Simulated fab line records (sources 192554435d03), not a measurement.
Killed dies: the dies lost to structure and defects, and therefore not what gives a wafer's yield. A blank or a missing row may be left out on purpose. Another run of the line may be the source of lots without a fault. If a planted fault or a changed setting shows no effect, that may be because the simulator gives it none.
Problem report in the 8D (eight disciplines) form, filled by code :: flow n5_finfet :: the parts of the form that need people (team, actions taken, sign-off) are left out

1. THE PROBLEM
N5_BEOL_M0_CO_CAP_123, run_length_s: mean 100.0 s over 1 wafer from 1 lot; wafers with no fault: 124.9 s, standard deviation 0.51. Measured from the usual mean, that is -49 standard deviations.
The step: material Co, precursor CCTBA/H2, target thk 2 nm, time 102.1 s.
The first sign was on wafer L482.2 at day 10 16:08, on cvd_co-01. At this step, 14 wafers from 5 lots have a number in the record. The rule behind "out" and "out of limits": a value lying over 4 standard deviations away from the usual mean. All remaining wafers that have a number are taken as sound.

2. WHAT THIS IS AND IS NOT
question: which readings at this step
is: run_length_s
is not: heater_power_w

question: which lots
is: L482
is not: L465, L469, L471, L472

question: which wafers of those lots
is: L482.2
is not: L482.3

question: read on which tools
is: cvd_co-01
is not: cvd_co-02

question: when
is: from day 10 16:08
is not: up to then (13 sound wafers)

3. WHAT RULES OUT EACH SUSPECT
Counting: if a tool at a process step up to the reading ran every lot that is out, it stays a suspect. Sound lots after the first of them don't rule it out here, since some wafers of a struck lot are sound.
- pvd_sputter-01 at N5_BEOL_M0_SPUTTER_116 (material Cu, target thk 4 nm, time 7.37 s): kept. The lot that is out, L482, ran on it at day 10 14:46; the last sound lot it ran before that was L465, at day 6 11:25.
- pvd_sputter-01 at N5_BEOL_M0_ANNEAL_117 (time 60 s): kept. The lot that is out, L482, ran on it at day 10 14:51; the last sound lot it ran before that was L465, at day 6 11:30.
- pvd_sputter-01 at N5_BEOL_M0_SPUTTER_134 (material Cu, target thk 4 nm, time 7.37 s): kept. The lot that is out, L482, ran on it at day 10 15:01; the last sound lot it ran before that was L465, at day 6 11:40.
- pvd_sputter-01 at N5_BEOL_M0_ANNEAL_135 (time 60 s): kept. The lot that is out, L482, ran on it at day 10 15:05; the last sound lot it ran before that was L465, at day 6 11:44.
- cmp-02 at N5_BEOL_M0_CMP_120 (polishes, stops on SiOC, t overpolish 6.9 s): kept. The lot that is out, L482, ran on it at day 10 15:40; the last sound lot it ran before that was L469, at day 7 15:13.
- cvd_co-01 at N5_BEOL_M0_CO_CAP_123 (material Co, precursor CCTBA/H2, target thk 2 nm, time 102.1 s): kept. The lot that is out, L482, ran on it at day 10 16:08; the last sound lot it ran before that was L465, at day 6 12:47. Its own readings are out on those wafers: run_length_s.
- The sound lot-mates ran in chamber 1 of cmp-02 at N5_BEOL_M0_CMP_120, but the wafers that are out ran in chamber 3.
- The sound lot-mates ran in chamber 0 of cvd_co-01 at N5_BEOL_M0_CO_CAP_123, but the wafers that are out ran in chamber 1.
Left after counting: pvd_sputter-01 at N5_BEOL_M0_SPUTTER_116, pvd_sputter-01 at N5_BEOL_M0_ANNEAL_117, pvd_sputter-01 at N5_BEOL_M0_SPUTTER_134, pvd_sputter-01 at N5_BEOL_M0_ANNEAL_135, cmp-02 at N5_BEOL_M0_CMP_120, cvd_co-01 at N5_BEOL_M0_CO_CAP_123.

4. THE CAUSE (what the simulator had put in)
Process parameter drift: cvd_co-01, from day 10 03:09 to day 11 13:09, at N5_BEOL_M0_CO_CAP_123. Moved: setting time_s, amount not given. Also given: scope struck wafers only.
6 suspects survive the count, and this tool is in that group.

5. THE CHAIN OF EFFECTS, in route order
Each row: a reading whose mean over the struck wafers that have a number lies more than 3 standard deviations from the usual. Scope: only readings with a usual standard deviation given in the record; hours: median across lots of the time from each lot's start at the first step in this table that gives one to its start at this step; sigmas: change in usual standard deviations.
hours: 0
step: N5_BEOL_M0_CO_CAP_123
reading: run_length_s
usual: 124.9 s
on struck wafers: 100.0
change: -24.9
sigmas: -49

hours: 164
step: N5_PASSIVATION_PROBE_49
reading: killed_at_other
usual: 3.6
on struck wafers: 15.0
change: +11.4
sigmas: +4.2
Its process steps:
- N5_BEOL_M0_CO_CAP_123: material Co, precursor CCTBA/H2, target thk 2 nm, time 102.1 s.
- N5_PASSIVATION_PROBE_49
Later steps that measure or inspect, where all struck wafers having a row at the step show a number for every such reading and not one has moved that far: N5_BEOL_M4_RC_MEAS_101.

6. WHAT WOULD HAVE CAUGHT IT SOONER
In this record the first reading out of limits was taken at day 10 16:08, 13 hours after the fault began at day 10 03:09.
